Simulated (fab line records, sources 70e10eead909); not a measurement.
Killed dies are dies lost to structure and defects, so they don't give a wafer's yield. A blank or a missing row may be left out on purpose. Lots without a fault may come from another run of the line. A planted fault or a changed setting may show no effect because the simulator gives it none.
A struck lot beside a sound one | flow nand_harc | 14 steps out of a route of 1159
Sound: wafers L381.2, L381.4, L381.5. Struck: wafers L402.1, L402.3, L402.6. The cause comes at the end.
At each step with rows: each side's tool, then ch and its chambers, then its first start. Under that, the readings that differ: sound wafers | struck wafers | difference of the means | sigmas: that difference in standard deviations of wafers without a fault.
alike: readings whose means differ by less than 2 such deviations, and words and numbers that are the same on both sides. not compared: withheld readings, readings that some wafer has no value for, bounds like >300 that may hide the same value, and numbers for which the record gives no deviation and whose values overlap.
The two part at a step that has a row with sigmas, a row that says differs or no value, or rows on one side only. Numbers that don't overlap but have no deviation are shown without sigmas and don't part them. A reading that every wafer of one side lacks parts them only if that side has two wafers or more.

NHARC_A_M0_INSPECT_27:
  sound on defect_inspect-01, day 18 09:56; struck on defect_inspect-02, day 23 18:07
  alike: raw_defect_count
NHARC_A_M0_PRE_CLEAN_31: time 12 s.
  sound on pecvd-03 ch 0,1, day 18 10:00; struck on pecvd-03 ch 0,1, day 23 18:11
  alike: heater_power_w
NHARC_A_M0_DEP_32: deposits SiCN, target thk 30 nm.
  sound on pecvd-03 ch 0,1, day 18 10:07; struck on pecvd-03 ch 0,1, day 23 18:16
  alike: heater_power_w
then, 9 steps without rows for these wafers: NHARC_A_M1_DEP_00 (deposits SiOC, target thk 182.5 nm); NHARC_A_M1_DEHYDRATE_01 (time 120 s); NHARC_A_M1_HMDS_02 (time 30 s); NHARC_A_M1_COAT_34 (time 65 s); NHARC_A_M1_COAT_03 (resist thk 90 nm); NHARC_A_M1_SOFTBAKE_04 (time 55 s); NHARC_A_M1_EBR_05; NHARC_A_M1_EXPOSE_06 (exposes mask A M1, target cd 120 nm); NHARC_A_M1_PEB_07 (peb time 65 s).
NHARC_A_M1_DEVELOP_08: develop time 35 s.
  sound on litho_track-04 ch 0, day 18 11:00; struck on litho_track-01, day 23 19:00
  no value came back on the struck wafers for chill_plate_temp_C (C), develop_time_s (s), exhaust_pa (Pa); on the sound wafers chill_plate_temp_C (C) reads 23.09 22.88 23.10
NHARC_A_M1_CD_MEAS_09: target cd 120 nm.
  sound on cd_sem-03 ch 0, day 18 11:29; struck on cd_sem-03 ch 0, day 23 19:31
  reading    | sound             | struck | difference                    | sigmas
  cd_nm (nm) | 122.0 121.0 119.3 | - - -  | no value on the struck wafers |

WHERE THEY PART
First at NHARC_A_M1_DEVELOP_08; last, within this record, at NHARC_A_M1_CD_MEAS_09.

WHY: what the simulator had put in
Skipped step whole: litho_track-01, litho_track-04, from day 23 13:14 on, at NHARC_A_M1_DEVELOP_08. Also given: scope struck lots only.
